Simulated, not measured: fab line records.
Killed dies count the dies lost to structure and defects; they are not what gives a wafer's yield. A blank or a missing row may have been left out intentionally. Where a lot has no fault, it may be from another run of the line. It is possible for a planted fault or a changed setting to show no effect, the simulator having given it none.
Struck lot and sound lot, side by side || flow nandHarc || 15 out of 1159 route steps
Sound: these wafers, L906.2, L906.4, L906.5. The struck wafers were L913.1, L913.4, L913.5. Last of all comes the cause.
Each step with rows lists, per side, the tool, then ch with its chambers, then its first start. Under that, the readings that differ: sound wafers || struck wafers || difference of the means || sigmas: that difference in standard deviations of wafers without a fault.
alike: words and numbers the same on both sides, and readings whose means are apart by under 2 such deviations; not compared: readings that were withheld, readings missing a value for some wafer, numbers with overlapping values and no deviation given by the record, and bounds like >300 which may hide the same value.
The two part at a step that has a row with sigmas, a row that says differs or no value, or rows on one side only. Numbers that don't overlap but have no deviation are shown without sigmas and don't part them. A reading that every wafer of one side lacks parts them only if that side has two wafers or more.

NHARC_A_BONDPAD_OVL_MEAS_35:
  sound on overlay-02, day 20 04:50; struck on overlay-02, day 21 00:10
  alike: overlayXNm, overlayYNm
then, 1 step without rows for these wafers: NHARC_A_BONDPAD_HARDBAKE_10 (time 65 s).
NHARC_A_BONDPAD_DESCUM_11: chemistry O2, time 3 s.
  sound on rieDiel-10 ch 0,1,3, day 20 04:58; struck on rieDiel-10 ch 0,3, day 21 00:18
  alike: drypumpMotorCurrentA, oesProductAu, rfVppV, showerheadPlenumPTorr, throttleValvePct
  not compared: rfHoursCounterH
NHARC_A_BONDPAD_ETCH_34: etches the open film in N2/H2, target depth 60 nm, overetch 18 nm, time 65.91 s.
  sound on rieDiel-10 ch 0,2, day 20 05:03; struck on rieDiel-10 ch 0,1, day 21 00:25
  alike: drypumpMotorCurrentA, oesProductAu, rfVppV, showerheadPlenumPTorr, throttleValvePct
  not compared: rfHoursCounterH
NHARC_A_BONDPAD_ETCH_12: etches the open film in CHF3/O2, target depth 220 nm, time 110 s.
  sound on rieDiel-10 ch 0,3; struck on rieDiel-10 ch 0,1,3
  alike: drypumpMotorCurrentA, oesProductAu, rfVppV, showerheadPlenumPTorr, throttleValvePct
  not compared: rfHoursCounterH
NHARC_A_BONDPAD_CD_MEAS_13:
  sound on cdSem-03, day 20 05:17; struck on cdSem-01, day 21 00:40
  alike: cdNm
NHARC_A_BONDPAD_STRIP_15: strips in O2.
  sound on rieDiel-10 ch 2,3, day 20 05:22; struck on rieDiel-10 ch 1,3, day 21 00:46
  alike: drypumpMotorCurrentA, oesProductAu, rfVppV, showerheadPlenumPTorr, throttleValvePct
  not compared: rfHoursCounterH
NHARC_A_BONDPAD_ETCH_24: etches the open film in CF4/N2, target depth 30 nm, time 72.99 s.
  sound on rieDiel-10 ch 1,2,3; struck on rieDiel-10 ch 0,1, day 21 00:55
  alike: drypumpMotorCurrentA, oesProductAu, rfVppV, showerheadPlenumPTorr, throttleValvePct
  not compared: rfHoursCounterH
then, 4 steps without rows for these wafers: NHARC_A_BONDPAD_STRIP_16 (strips in post etch residue remover, time 600 s); NHARC_A_BONDPAD_DEGAS_25 (time 60 s); NHARC_A_BONDPAD_PRE_CLEAN_26 (time 30 s); NHARC_A_BONDPAD_PVD_17 (deposits TaN, target thk 5 nm, time 8.06 s).
NHARC_A_BONDPAD_PVD_27: deposits Cu, target thk 30 nm, time 20.49 s.
  sound on pvdSputter-01, day 20 06:10; struck on pvdSputter-01, day 21 01:33
{"reading": "cathodeDcPowerW (W)", "sound": "5000.6 5000.5 5000.9", "struck": "4391.5 4392.4 4391.5", "difference": -608.9, "sigmas": "-99 or more"}
  alike: substrateTempC, throttleValvePct
then, 1 step without rows for these wafers: NHARC_A_BONDPAD_ECD_18 (material Cu, target thk 400 nm).
NHARC_END_SORT_01:
  sound on prober-01 ch 0, day 21 13:36; struck on prober-02 ch 0, day 22 05:34
{"reading": "killedAtArray", "sound": "19 24 20", "struck": "50 48 43", "difference": "+26", "sigmas": "+3"}
{"reading": "killedAtPeriphery", "sound": "11 10 11", "struck": "1 2 2", "difference": -9, "sigmas": -3}
  alike: defectLimitedYield, killedAtOther, killedDies, killedOpen, killedShort, sort_bin_2_pct, sort_bin_3_pct, sort_bin_4_pct, sortNPass, sortRimYieldPct, sortYieldPct

## WHERE THEY PART
Earliest at NHARC_A_BONDPAD_PVD_27; latest, in this record, at NHARC_END_SORT_01.

WHY: whatever the simulator had introduced
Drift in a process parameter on pvdSputter-01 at NHARC_A_BONDPAD_PVD_27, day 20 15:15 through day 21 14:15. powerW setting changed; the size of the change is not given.
